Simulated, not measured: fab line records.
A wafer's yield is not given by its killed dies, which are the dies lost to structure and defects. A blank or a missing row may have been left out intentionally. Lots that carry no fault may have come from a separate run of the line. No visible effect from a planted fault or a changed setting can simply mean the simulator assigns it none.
fab line records | flow nand_harc
record lots=6 | wafers=18 | last_day=33
route steps=1302 shown P_GATE@157
lots that met no fault: taken from a fault-free run of the same line
start_h: hours from the record's opening day to when the first of the lot's shown wafers began | wait_h: hours from the lot's prior step to this one | " as in the row above | L1.1+2: several wafers, shown together as one row | - no value, or no start was given | * or withheld: withheld | < > ~ a bound
route shown NAME@n: a module of which the file shows steps, and the number in the route of the first | usual: mean/standard deviation taken from wafers without a fault | same: alike in all rows | chamber/n: place in a boat | sites: readings site by site | _std_site: how widely they spread, as a standard deviation | _edge_site: the outer-site mean with the inner-site mean subtracted | radius_mm: for every site, how far away it sits from the centre of the wafer | mask NAME#n: copy n | behind: the most recent tool/chamber to have shaped the wafer | hold: why the lot went on hold/how many hours it stayed there/how the hold came to an end | device: names the non-switching transistor (n, p or np) | end of line: tests run on the same wafers once the route is complete | where a step has no rows: the recipe by itself | killed: not the wafer's yield, but the dies lost to structure and defects at the first sort | map: the dies of a wafer, with x for killed, . for not killed, _ for no die there
set.NAME: the setting the step ran with; set.NAME@STEP: the setting that earlier step ran with | model.NAME: the simulator's own value behind a step, which no gauge read
a table for each step, a row for each wafer; lots at some steps of the route
services: when a tool's chamber went out of use (start_h, in hours from the record's first day, below 0 if earlier), for how many hours, and the reason
## steps
# step NHARC_P_GATE_STRIP_101
# recipe time_s=20 | o2_flow_sccm=500 | ar_flow_sccm=0 | bias_w=0 | chemistry=O2
# usual drypump_motor_current_A=5.8/0.31 | oes_product_au=0.996/0.011 | rf_vpp_V=57.8/0.83 | showerhead_plenum_p_Torr=3.51/0.17 | throttle_valve_pct=17.037/0.011
lot.wafer | tool        | chamber | start_h | wait_h | drypump_motor_current_A | oes_product_au | rf_hours_counter_h | rf_vpp_V | showerhead_plenum_p_Torr | throttle_valve_pct
L879.1    | rie_diel-07 | 0       | 147.54  | 0.1    | 5.9                     | 1.010          | 0.3                | 58.7     | 3.73                     | 17.029
L879.6    | "           | 3       | "       | "      | 5.3                     | 0.979          | -                  | 57.4     | 3.40                     | 17.040
L879.4    | "           | 0       | "       | "      | 5.9                     | 0.988          | -                  | 57.4     | 3.73                     | 17.015
L887.4    | rie_diel-01 | 0       | 227.05  | 0.1    | 6.1                     | 0.986          | 0.8                | 57.3     | 3.34                     | 17.025
L887.2    | "           | 1       | "       | "      | 5.4                     | 0.994          | 0.7                | 58.2     | 3.38                     | 17.058
L887.1    | "           | 2       | "       | "      | 5.7                     | 0.978          | 0.8                | 59.2     | 3.77                     | 17.033
L888.4    | rie_diel-02 | 2       | 256.29  | 0.1    | 5.8                     | 1.007          | 1.5                | 58.0     | 3.44                     | 17.017
L888.2    | "           | 0       | "       | "      | 6.3                     | 0.998          | 1.5                | 56.7     | 3.32                     | 17.040
L888.5    | "           | 1       | "       | "      | 5.7                     | 0.999          | -                  | 59.0     | 3.70                     | 17.033
L894.3    | rie_diel-02 | 3       | 299.92  | 0.2    | 6.3                     | 1.016          | 2.2                | 57.5     | 3.60                     | 17.039
L894.4    | "           | 0       | "       | "      | 6.3                     | 0.999          | 3.0                | 58.6     | 3.32                     | 17.042
L894.5    | "           | 3       | "       | "      | 6.3                     | 1.006          | -                  | 58.8     | 3.60                     | 17.045
L895.1    | rie_diel-01 | 2       | 309.30  | 0.1    | 5.8                     | 0.970          | 6.1                | 57.2     | 3.76                     | 17.017
L895.6    | "           | 2       | "       | "      | 5.7                     | 0.981          | -                  | 57.9     | 3.76                     | 17.051
L895.5    | "           | 3       | "       | "      | 5.9                     | 0.984          | -                  | 59.3     | 3.72                     | 17.038
L897.3    | rie_diel-02 | 1       | 330.00  | 0.1    | 5.7                     | 0.994          | 4.1                | 59.1     | 3.70                     | 17.040
L897.2    | "           | 3       | "       | "      | 6.2                     | 0.991          | 3.4                | 56.7     | 3.59                     | 17.025
L897.5    | "           | 2       | "       | "      | 5.8                     | 1.017          | -                  | 57.9     | 3.44                     | 17.042
# step NHARC_P_GATE_PRECLEAN_97
# recipe time_s=600 | temp_c=120 | chemistry=SPM
# step NHARC_P_GATE_SRD_98
# step NHARC_P_GATE_PRECLEAN_99
# recipe time_s=* | temp_c=50 | bath_age_min=0 | chemistry=SC1
# step NHARC_P_GATE_SRD_100
# step NHARC_P_GATE_DEHYDRATE_38
# recipe temp_c=150 | time_s=120
# step NHARC_P_GATE_HMDS_39
# recipe time_s=30
# step NHARC_P_GATE_COAT_40
# recipe spin_rpm=3000
# step NHARC_P_GATE_SOFTBAKE_41
# recipe temp_c=122 | time_s=95
# step NHARC_P_GATE_EBR_42
# step NHARC_P_GATE_EXPOSE_43
# recipe na=0.6 | target_cd_nm=720 | dose_mj=14.81 | mask_id=P_NSD
# step NHARC_P_GATE_PEB_44
# recipe peb_temp_c=118 | peb_time_s=85
# step NHARC_P_GATE_DEVELOP_45
# recipe time_s=70
# usual chill_plate_temp_C=23.00/0.1 | exhaust_pa=45.0/0.97
lot.wafer | tool           | chamber | start_h | wait_h | chill_plate_temp_C | exhaust_pa
L879.1    | litho_track-05 | 0       | 148     | -      | 23.00              | 43.3
L879.4    | "              | 0       | "       | "      | 23.13              | 45.7
L879.6    | "              | 0       | "       | "      | 23.12              | 44.0
L887.1    | litho_track-03 | -       | 227     | -      | -                  | -
L887.2    | "              | -       | "       | "      | -                  | -
L887.4    | "              | -       | "       | "      | -                  | -
L888.2    | litho_track-02 | -       | 257     | -      | -                  | -
L888.4    | "              | -       | "       | "      | -                  | -
L888.5    | "              | -       | "       | "      | -                  | -
L894.3    | litho_track-02 | 0       | 300     | -      | 22.93              | 44.0
L894.4    | "              | 0       | "       | "      | 23.00              | 44.6
L894.5    | "              | 0       | "       | "      | 22.79              | 43.9
L895.1    | litho_track-05 | 0       | 310     | -      | 23.02              | 44.9
L895.5    | "              | 0       | "       | "      | 22.77              | 44.6
L895.6    | "              | 0       | "       | "      | 22.83              | 45.2
L897.2    | litho_track-02 | 0       | 330     | -      | 23.03              | 46.0
L897.3    | "              | 0       | "       | "      | 23.05              | 44.6
L897.5    | "              | 0       | "       | "      | 23.00              | 45.2
## services
tool           | chamber | start_h | hours | kind
litho_track-05 | -       | 124.00  | 7.0   | pm
rie_diel-02    | 0       | 146.82  | -     | clean
rie_diel-02    | 1       | 146.82  | -     | clean
rie_diel-02    | 2       | 146.82  | -     | clean
rie_diel-02    | 3       | 146.82  | -     | clean
rie_diel-07    | 1       | 147.18  | 7.6   | repair
rie_diel-02    | 1       | 158.56  | 31.6  | repair
rie_diel-02    | 0       | 171.32  | -     | clean
rie_diel-02    | 2       | 171.32  | -     | clean
rie_diel-02    | 3       | 171.32  | -     | clean
rie_diel-07    | 0       | 171.99  | 1.6   | repair
rie_diel-02    | 1       | 191.53  | 11.1  | repair
rie_diel-02    | 0       | 192.63  | 1.2   | repair
rie_diel-01    | -       | 204.31  | 9.0   | pm
rie_diel-02    | 2       | 212.08  | 1.7   | repair
rie_diel-02    | -       | 216.70  | 9.0   | pm
litho_track-02 | -       | 227.01  | 7.0   | pm
rie_diel-02    | 3       | 228.12  | 17.8  | repair
rie_diel-07    | 0       | 235.24  | 6.1   | repair
rie_diel-07    | 3       | 255.63  | 10.9  | repair
litho_track-03 | -       | 275.00  | 7.0   | pm
rie_diel-07    | -       | 294.26  | 9.0   | pm
litho_track-05 | -       | 299.00  | 7.0   | pm
rie_diel-01    | 3       | 319.03  | 2.6   | repair
## key
first_sign step=NHARC_P_GATE_DEVELOP_45 | reading=tool_record | direction=missing
effect none on later readings
met_at NHARC_P_GATE_DEVELOP_45
struck_wafers L887.1,L887.2,L887.4,L888.2,L888.4,L888.5
later_rows_left_out L887.1,L887.2,L887.4,L888.2,L888.4,L888.5
sort_left_out L887.1,L887.2,L887.4,L888.2,L888.4,L888.5
tester_left_out L887,L888
fault kind=skipped_step_whole | tool=litho_track-02,litho_track-03 | chamber=- | onset_h=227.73 | steps=NHARC_P_GATE_DEVELOP_45 | scope=struck_lots_only
# tester_left_out: of these lots the tester's yield and bins aren't shown, on N5 and GAA mostly nor the transistor test; their killed dies are dies lost to structure and defects alone, not to doping, threshold or leakage, so they don't give the yield
# sort_left_out: the simulated sort isn't trusted on such a fault, so these wafers' sort isn't shown, and their yield isn't known
# later_rows_left_out: the simulator's readings of these wafers behind a module that went badly wrong aren't trusted and aren't shown, but for the sort
